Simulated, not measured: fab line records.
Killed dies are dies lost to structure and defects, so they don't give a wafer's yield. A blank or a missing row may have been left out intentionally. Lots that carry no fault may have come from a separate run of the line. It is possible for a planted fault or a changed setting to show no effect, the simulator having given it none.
Matching of chambers / flow n5Finfet / N5_HKMG_FIN_ETCH_35 on rieDiel-03: 4 sister chambers
The step etches SOC in N2/H2, target depth 215.8 nm, time 243.4 s. 4 wafers are shown with their chamber, then 8 later ones without.

WAFERS PAIRED WITH THEIR CHAMBERS
wafer=L081.1; chamber=3; throttleValvePct (%)=17.43
wafer=L081.2; chamber=0; throttleValvePct (%)=17.87
wafer=L081.3; chamber=1; throttleValvePct (%)=18.27
wafer=L081.4; chamber=2; throttleValvePct (%)=17.54

WAFERS WHOSE CHAMBER IS MISSING
wafer=L081.5; throttleValvePct (%)=17.41
wafer=L081.6; throttleValvePct (%)=17.54
wafer=L083.2; throttleValvePct (%)=17.87
wafer=L083.5; throttleValvePct (%)=17.41
wafer=L083.6; throttleValvePct (%)=17.54
wafer=L084.3; throttleValvePct (%)=17.57
wafer=L084.5; throttleValvePct (%)=17.89
wafer=L084.6; throttleValvePct (%)=17.44

THE CHAMBER EACH PASSED THROUGH
wafer=L081.5; from the rows above=3; in truth=3
wafer=L081.6; from the rows above=2; in truth=2
wafer=L083.2; from the rows above=0; in truth=0
wafer=L083.5; from the rows above=3; in truth=3
wafer=L083.6; from the rows above=2; in truth=2
wafer=L084.3; from the rows above=2; in truth=2
wafer=L084.5; from the rows above=0; in truth=0
wafer=L084.6; from the rows above=3; in truth=3
Placed correctly: 8 of 8. Not placeable from these rows: 0. Number placed wrongly: 0.
How it was worked out, from the rows above alone: a wafer's distance from a chamber is the root of the sum, over the readings, of the square of ((its reading less the chamber's mean) divided by the reading's scatter). The wafer belongs to the nearest chamber; if the next one is less than 2 further off, it can't be placed. Each chamber's mean is taken over the wafers shown for it. The scatter: root of mean squared gap, hidden wafer to nearest shown wafer, with one shown wafer a chamber.
